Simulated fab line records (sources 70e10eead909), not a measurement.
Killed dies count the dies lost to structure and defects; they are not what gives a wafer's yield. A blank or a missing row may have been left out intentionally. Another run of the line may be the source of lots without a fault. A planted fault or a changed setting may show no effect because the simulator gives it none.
Struck lot and sound lot, side by side | flow nand-harc | 37 steps out of a route of 1159
Sound: these wafers, L532.2, L532.3, L532.5. Struck: wafers L525.3, L525.4, L525.6. The cause is named last.
Each step with rows lists, per side, the tool, then ch with its chambers, then its first start. Under that, the readings that differ: sound wafers | struck wafers | difference of the means | sigmas: that difference in standard deviations of wafers without a fault.
alike: words and numbers the same on both sides, and readings whose means are apart by under 2 such deviations; not compared: readings that were withheld, readings missing a value for some wafer, numbers with overlapping values and no deviation given by the record, and bounds like >300 which may hide the same value.
A row with sigmas, a row that says differs or no value, or rows on one side alone: a step with any of these is where the two part. Numbers that have no deviation but don't overlap get no sigmas and don't part them. A reading missing from all wafers of one side parts the sides only when that side holds two or more wafers.

first, 4 steps without rows for these wafers: NHARC_A_SGD_CUT_PRECLEAN_18 (cleans in SC1); NHARC_A_SGD_CUT_SRD_19; NHARC_A_SGD_CUT_DEP_20 (deposits SiO2, target thk 150 nm); NHARC_A_SGD_CUT_ANNEAL_27 (time 1800 s).
NHARC_A_SGD_CUT_CMP_21: polishes, target thk 148.19 nm.
  sound on cmp-03 ch 1,3, day 17 18:25; struck on cmp-04 ch 2,3, day 16 06:58
  alike: motor-current-A, time-to-endpoint-s
NHARC_A_SGD_CUT_THK_MEAS_22: measures by ellipsometry.
  sound on film-metro-02 at day 17 18:39; struck on film-metro-01 at day 16 07:11
  alike: thk-nm
then, 4 steps without rows for these wafers: NHARC_A_SGD_CUT_SRD_23; NHARC_A_SGD_CUT_ETCH_26 (etches SiO2 in dHF, target depth 45.8 nm); NHARC_A_SGD_CUT_ETCHBACK_24 (etches the open film in CH3F/O2, target depth 50 nm, time 92.857 s); NHARC_A_SGD_CUT_STRIP_28 (strips in O2, time 20 s).
NHARC_A_SGD_CUT_INSPECT_25:
  sound on defect-inspect-01 at day 17 19:07; struck on defect-inspect-02 at day 16 07:39
  alike: raw-defect-count
then, 1 step without rows for these wafers: NHARC_A_SLIT_DEP_25 (deposits SiO2, target thk 200 nm).
NHARC_A_SLIT_DEP_00: deposits aC, target thk 3200 nm.
  struck on acl-dep-01, day 16 09:32; sound on acl-dep-02 ch 0, day 17 19:52
  no value came back on the struck wafers for susceptor-temp-C (C), throttle-valve-pct (%); on the sound wafers susceptor-temp-C (C) reads 400.04 399.86 400.08
then, 9 steps without rows for these wafers: NHARC_A_SLIT_DEP_23 (deposits SiON, target thk 100 nm); NHARC_A_SLIT_DEHYDRATE_01 (time 120 s); NHARC_A_SLIT_HMDS_02 (time 30 s); NHARC_A_SLIT_COAT_03 (resist thk 90 nm); NHARC_A_SLIT_SOFTBAKE_04 (time 55 s); NHARC_A_SLIT_EBR_05; NHARC_A_SLIT_EXPOSE_06 (exposes mask SLIT); NHARC_A_SLIT_PEB_07 (peb time 65 s); NHARC_A_SLIT_DEVELOP_08 (develop time 35 s).
NHARC_A_SLIT_CD_MEAS_09: target cd 300 nm.
  sound on cd-sem-01 ch 0, day 17 22:17; struck on cd-sem-01 ch 0, day 16 11:32
  alike: cd-nm
NHARC_A_SLIT_OVL_MEAS_10:
  sound on overlay-01 at day 17 22:22; struck on overlay-01 at day 16 11:38
  alike: overlay-x-nm, overlay-y-nm
NHARC_A_SLIT_INSPECT_11:
  sound on defect-inspect-01 at day 17 22:24; struck on defect-inspect-02 at day 16 11:40
  reading          | sound    | struck  | difference | sigmas
  raw-defect-count | 44 46 47 | 9 19 15 | -31        | -3
then, 1 step without rows for these wafers: NHARC_A_SLIT_DESCUM_14 (chemistry O2, time 3 s).
NHARC_A_SLIT_ETCH_24: etches the open film in CF4/CHF3, target depth 121 nm, time 60.5 s.
  sound on rie-diel-13 ch 2,3, day 17 22:33; struck on rie-diel-13 ch 0,1,3, day 16 11:49
  alike: drypump-motor-current-A, oes-product-au, rf-vpp-V, showerhead-plenum-p-Torr, throttle-valve-pct
  not compared: rf-hours-counter-h
then, 1 step without rows for these wafers: NHARC_A_SLIT_ETCH_15 (etches the open film in O2/COS, target depth 3200 nm, time 832 s).
NHARC_A_SLIT_ETCH_17: etches the open film in C4F8/O2/Ar, time 1687.5 s, target depth 10100 nm.
  sound on har-etch-01 ch 0, day 18 03:16; struck on har-etch-01 ch 0,1, day 16 12:59
  alike: c4f8-flow-sccm, drypump-motor-current-A, showerhead-plenum-p-Torr, throttle-valve-pct
  not compared: rf-hours-counter-h
then, 2 steps without rows for these wafers: NHARC_A_SLIT_ETCH_26 (etches the open film in C4F8/O2/Ar, time 90 s, target depth 400 nm); NHARC_A_SLIT_STRIP_28 (strips in O2/COS).
NHARC_A_SLIT_ETCH_29: etches the open film in CF4/O2, target depth 100 nm, overetch 10 nm, time 55 s.
  sound on rie-diel-11 ch 0,1, day 18 05:23; struck on rie-diel-08 ch 0,1,3, day 16 14:35
  alike: drypump-motor-current-A, oes_ar_750_au, oes-product-au, rf-vpp-V, showerhead-plenum-p-Torr, throttle-valve-pct
  not compared: rf-hours-counter-h
NHARC_A_SLIT_STRIP_18: strips in O2.
  sound on rie-diel-11 ch 1,2,3; struck on rie-diel-08 ch 0,1,3
  alike: drypump-motor-current-A, oes-product-au, rf-vpp-V, showerhead-plenum-p-Torr, throttle-valve-pct
  not compared: rf-hours-counter-h
then, 2 steps without rows for these wafers: NHARC_A_SLIT_PRECLEAN_19 (cleans in SC1); NHARC_A_SLIT_SRD_20.
NHARC_A_SLIT_CD_MEAS_21:
  sound on cd-sem-03 at day 18 05:55; struck on cd-sem-03 at day 16 15:07
  reading    | sound             | struck | difference                    | sigmas
  cd-nm (nm) | 289.2 288.8 289.6 | - - -  | no value on the struck wafers |
-- jump in the record: it breaks off in module A_SLIT and resumes in module END (first step shown: number 1159 of the route), and 5 days separate the struck wafers' starts before and after --
NHARC_END_SORT_01:
  here the record holds rows for the struck wafers (prober-01 ch 0, day 21 16:25) but none for the sound ones

WHERE THEY PART
Earliest at NHARC_A_SLIT_DEP_00; latest, in this record, at NHARC_END_SORT_01.

WHY: the cause the simulator had injected
Entire step skipped (acl-dep-01, NHARC_A_SLIT_DEP_00), from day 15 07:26 onward. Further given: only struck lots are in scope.
